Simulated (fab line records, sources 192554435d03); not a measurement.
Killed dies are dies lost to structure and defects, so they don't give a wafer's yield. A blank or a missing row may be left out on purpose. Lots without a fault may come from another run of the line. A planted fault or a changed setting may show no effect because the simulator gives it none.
Which tool did it? | flow n5_finfet | 21 lots, 63 wafers sampled, at 3 steps of a route of 1938

WHAT THE GAUGES READ, wafer by wafer
N5_FIN_CUT_INSPECT_10: inspects for defects (brightfield). Usual: raw_defect_count 44, standard deviation 12.
lot  | measured    | on                | raw_defect_count | flag
L075 | day 2 16:11 | defect_inspect-02 | 52 51 46         |
L076 | day 2 16:35 | defect_inspect-01 | 31 30 42         |
L077 | day 2 23:47 | defect_inspect-02 | 30 35 51         |
L078 | day 3 03:34 | defect_inspect-01 | 41 36 51         |
L079 | day 3 09:19 | defect_inspect-01 | 28 40 33         |
L080 | day 3 14:49 | defect_inspect-01 | 43 26 44         |
L081 | day 3 21:45 | defect_inspect-01 | 58 36 73         |
L082 | day 4 02:56 | defect_inspect-02 | 34 50 57         |
L083 | day 4 10:10 | defect_inspect-01 | 31 38 40         |
L084 | day 4 18:01 | defect_inspect-01 | 61 39 43         |
L086 | day 5 02:53 | defect_inspect-01 | 16 43 27         |
L088 | day 5 16:27 | defect_inspect-02 | 45 51 47         |
L089 | day 5 21:13 | defect_inspect-01 | 40 27 49         |
L090 | day 6 03:09 | defect_inspect-01 | 46 50 64         |
L091 | day 6 08:33 | defect_inspect-02 | 55 39 35         |
L092 | day 6 15:20 | defect_inspect-02 | 47 67 65         |
L093 | day 6 21:08 | defect_inspect-02 | 72 44 48         |
L094 | day 7 02:13 | defect_inspect-02 | 53 78 70         |
L095 | day 7 10:01 | defect_inspect-02 | 36 45 50         |
L096 | day 7 15:51 | defect_inspect-01 | 26 26 29         |
L097 | day 7 21:39 | defect_inspect-01 | 27 39 40         |

WHICH TOOL RAN EACH LOT (tool, then ch and the chambers of the sampled wafers, then the start)
lot  | N5_PMOS_HMC_CHANNEL_EPI_FIN_RECESS_16 | N5_FIN_SAQP_ETCH_52
L075 | rie_si-06 ch 0,2,3, day 2 06:01       | rie_diel-06 ch 1,2,3, day 2 11:26
L076 | rie_si-05 ch 1,2, day 2 06:42         | rie_diel-01 ch 0,3, day 2 11:29
L077 | rie_si-06 ch 2,3, day 2 12:03         | rie_diel-05 ch 2,3, day 2 19:20
L078 | rie_si-06 ch 1,2,3, day 2 18:46       | rie_diel-05 ch 1,2,3, day 2 22:58
L079 | rie_si-06 ch 0,1,2, day 3 00:13       | rie_diel-06 ch 0,2,3, day 3 04:43
L080 | rie_si-05 ch 2,3, day 3 05:58         | rie_diel-05 ch 0,2, day 3 10:06
L081 | rie_si-05 ch 2,3, day 3 12:36         | rie_diel-01 ch 0,1, day 3 17:11
L082 | rie_si-06 ch 0,2,3, day 3 17:54       | rie_diel-01 ch 0,1, day 3 22:22
L083 | rie_si-06 ch 0,1, day 3 23:58         | rie_diel-01 ch 1,2,3, day 4 05:06
L084 | rie_si-06 ch 0,2,3, day 4 06:41       | rie_diel-05 ch 2,3, day 4 10:55
L086 | rie_si-06 ch 2,3, day 4 18:11         | rie_diel-01 ch 0,3, day 4 22:12
L088 | rie_si-06 ch 1,2,3, day 5 06:08       | rie_diel-06 ch 0,1, day 5 11:50
L089 | rie_si-06 ch 0,3, day 5 11:59         | rie_diel-05 ch 0,1, day 5 16:13
L090 | rie_si-05 ch 0,3, day 5 17:58         | rie_diel-05 ch 0,2, day 5 21:56
L091 | rie_si-02 ch 0,1,2, day 5 23:50       | rie_diel-06 ch 0,1,2, day 6 03:51
L092 | rie_si-05 ch 0,1,2, day 6 06:10       | rie_diel-06 ch 0,1,2, day 6 10:19
L093 | rie_si-06 ch 0,2, day 6 12:43         | rie_diel-06 ch 0,1,2, day 6 16:37
L094 | rie_si-06 ch 2,3, day 6 17:53         | rie_diel-06 ch 0,3, day 6 21:35
L095 | rie_si-02 ch 0,1,3, day 6 23:50       | rie_diel-01 ch 0,3, day 7 04:29
L096 | rie_si-05 ch 0,1,2, day 7 05:49       | rie_diel-01 ch 0,1,2, day 7 11:07
L097 | rie_si-05 ch 1,3, day 7 12:43         | rie_diel-06 ch 0,2, day 7 16:43
- N5_PMOS_HMC_CHANNEL_EPI_FIN_RECESS_16: chemistry HBr/Cl2, target Si, target depth 54 nm, time 18 s.
- N5_FIN_SAQP_ETCH_52: etches SOC in N2/H2, target depth 100 nm, overetch 20 nm, time 150 s.

WHAT THE TOOLS THEMSELVES READ (means of the sampled wafers that have a number; where no wafer has one, the mark that the record gives instead)
N5_PMOS_HMC_CHANNEL_EPI_FIN_RECESS_16. Usual: HBr_flow_sccm 150.0 sccm, standard deviation 0.46; bias_w 75.01 W, standard deviation 0.21; chamber_pressure_mTorr 10.000 mTorr, standard deviation 0.0091; drypump_motor_current_A 5.8 A, standard deviation 0.45; oes_product_au 1.005 a.u., standard deviation 0.015; throttle_valve_pct 35.60 %, standard deviation 0.24.
lot  | tool      | HBr_flow_sccm (sccm) | bias_w (W) | chamber_pressure_mTorr (mTorr) | drypump_motor_current_A (A) | oes_product_au (a.u.) | throttle_valve_pct (%) | flag
L075 | rie_si-06 | 149.8                | 74.88      | 9.991                          | 5.7                         | 1.009                 | 35.61                  |
L076 | rie_si-05 | 150.4                | 75.06      | 10.003                         | 5.8                         | 1.012                 | 35.66                  |
L077 | rie_si-06 | 150.1                | 74.98      | 10.006                         | 5.2                         | 1.010                 | 35.44                  |
L078 | rie_si-06 | 150.4                | 74.82      | 10.009                         | 5.5                         | 1.013                 | 35.59                  |
L079 | rie_si-06 | 149.7                | 74.91      | 9.999                          | 5.8                         | 0.997                 | 35.63                  |
L080 | rie_si-05 | 150.2                | 75.02      | 9.991                          | 6.0                         | 1.014                 | 35.62                  |
L081 | rie_si-05 | 150.1                | 75.07      | 9.996                          | 6.0                         | 1.009                 | 35.64                  |
L082 | rie_si-06 | 150.2                | 74.94      | 10.012                         | 5.7                         | 1.006                 | 35.61                  |
L083 | rie_si-06 | 150.0                | 74.99      | 10.006                         | 6.3                         | 0.987                 | 35.80                  |
L084 | rie_si-06 | 150.0                | 74.99      | 10.014                         | 5.7                         | 0.998                 | 35.60                  |
L086 | rie_si-06 | 149.9                | 74.86      | 9.991                          | 5.2                         | 1.011                 | 35.45                  |
L088 | rie_si-06 | 149.9                | 74.95      | 10.004                         | 5.5                         | 1.011                 | 35.59                  |
L089 | rie_si-06 | 150.0                | 75.17      | 10.001                         | 6.1                         | 1.009                 | 35.74                  |
L090 | rie_si-05 | 149.8                | 74.86      | 9.995                          | 6.2                         | 1.003                 | 35.76                  |
L091 | rie_si-02 | 150.0                | 75.06      | 9.998                          | 5.6                         | 0.996                 | 35.19                  |
L092 | rie_si-05 | 150.4                | 74.98      | 10.003                         | 6.0                         | 1.013                 | 35.70                  |
L093 | rie_si-06 | 150.1                | 74.82      | 9.998                          | 5.6                         | 1.015                 | 35.44                  |
L094 | rie_si-06 | 149.7                | 74.99      | 9.992                          | 5.2                         | 1.015                 | 35.44                  |
L095 | rie_si-02 | 150.2                | 75.01      | 9.999                          | 5.5                         | 1.000                 | 35.45                  |
L096 | rie_si-05 | 150.0                | 74.88      | 10.000                         | 6.0                         | 1.014                 | 35.71                  |
L097 | rie_si-05 | 149.6                | 75.14      | 9.993                          | 5.9                         | 0.985                 | 35.50                  |

N5_FIN_SAQP_ETCH_52. Usual: bias_w 150.0 W, standard deviation 0.52; chamber_pressure_mTorr 30.00 mTorr, standard deviation 0.031; drypump_motor_current_A 5.6 A, standard deviation 0.55; oes_product_au 0.68 a.u., standard deviation 0.062; rf_vpp_V 523.0 V, standard deviation 2.2; showerhead_plenum_p_Torr 2.52 Torr, standard deviation 0.069; throttle_valve_pct 17.86 %, standard deviation 0.26.
lot  | tool        | bias_w (W) | chamber_pressure_mTorr (mTorr) | drypump_motor_current_A (A) | oes_product_au (a.u.) | rf_vpp_V (V) | showerhead_plenum_p_Torr (Torr) | throttle_valve_pct (%) | flag
L075 | rie_diel-06 | 149.6      | 30.00                          | 5.6                         | 0.67                  | 521.0        | 2.45                            | 18.01                  |
L076 | rie_diel-01 | 149.6      | 30.01                          | 5.1                         | 0.69                  | 522.2        | 2.52                            | 17.94                  |
L077 | rie_diel-05 | 150.1      | 29.99                          | 5.7                         | 0.64                  | 526.8        | 2.64                            | 17.88                  |
L078 | rie_diel-05 | 149.8      | 30.01                          | 5.8                         | 0.65                  | 525.2        | 2.60                            | 17.92                  |
L079 | rie_diel-06 | 149.5      | 29.97                          | 5.9                         | 0.67                  | 522.2        | 2.47                            | 17.92                  |
L080 | rie_diel-05 | 149.4      | 30.00                          | 5.7                         | 0.71                  | 525.1        | 2.59                            | 17.66                  |
L081 | rie_diel-01 | 149.7      | 30.00                          | 5.0                         | 0.74                  | 522.7        | 2.51                            | 17.79                  |
L082 | rie_diel-01 | 150.5      | 30.01                          | 5.0                         | 0.71                  | 523.8        | 2.53                            | 17.77                  |
L083 | rie_diel-01 | 149.5      | 30.00                          | 5.6                         | 0.71                  | 524.8        | 2.56                            | 17.65                  |
L084 | rie_diel-05 | 150.0      | 30.00                          | 5.9                         | 0.65                  | 526.9        | 2.63                            | 18.01                  |
L086 | rie_diel-01 | 149.4      | 29.98                          | 5.1                         | 0.67                  | 523.0        | 2.51                            | 17.98                  |
L088 | rie_diel-06 | 150.1      | 30.03                          | 5.4                         | 0.70                  | 522.1        | 2.51                            | 17.82                  |
L089 | rie_diel-05 | 150.6      | 29.99                          | 6.0                         | 0.76                  | 521.9        | 2.50                            | 17.63                  |
L090 | rie_diel-05 | 150.4      | 30.03                          | 5.7                         | 0.68                  | 523.9        | 2.58                            | 17.70                  |
L091 | rie_diel-06 | 149.7      | 30.00                          | 5.7                         | 0.67                  | 521.4        | 2.47                            | 17.87                  |
L092 | rie_diel-06 | 149.7      | 29.99                          | 5.7                         | 0.66                  | 520.2        | 2.47                            | 17.87                  |
L093 | rie_diel-06 | 150.0      | 30.00                          | 5.7                         | 0.66                  | 522.2        | 2.47                            | 17.89                  |
L094 | rie_diel-06 | 150.1      | 29.99                          | 5.5                         | 0.65                  | 521.7        | 2.47                            | 18.10                  |
L095 | rie_diel-01 | 150.0      | 30.03                          | 5.0                         | 0.69                  | 522.1        | 2.48                            | 17.94                  |
L096 | rie_diel-01 | 149.9      | 29.97                          | 5.5                         | 0.72                  | 522.9        | 2.52                            | 17.63                  |
L097 | rie_diel-06 | 150.7      | 29.97                          | 5.9                         | 0.66                  | 523.1        | 2.50                            | 17.80                  |

THE ANSWER, worked out from the rows above alone
Rule: a lot is off if the mean of its wafers that have a number lies more than 3 standard deviations from the usual mean. A lot without any number at a reading at which 4 lots or more have one is off too. The other lots that the step has rows for count as sound. The gauges are gone through in route order, then the tools' own readings, and for those a lot's mean is taken as printed above. The first step at which some lot is off is used, and at that step the reading that is off furthest; a lot without a number counts as furthest.
No lot is off at any reading shown: from this, nothing can be told.

WHAT THE SIMULATOR HAD PUT IN
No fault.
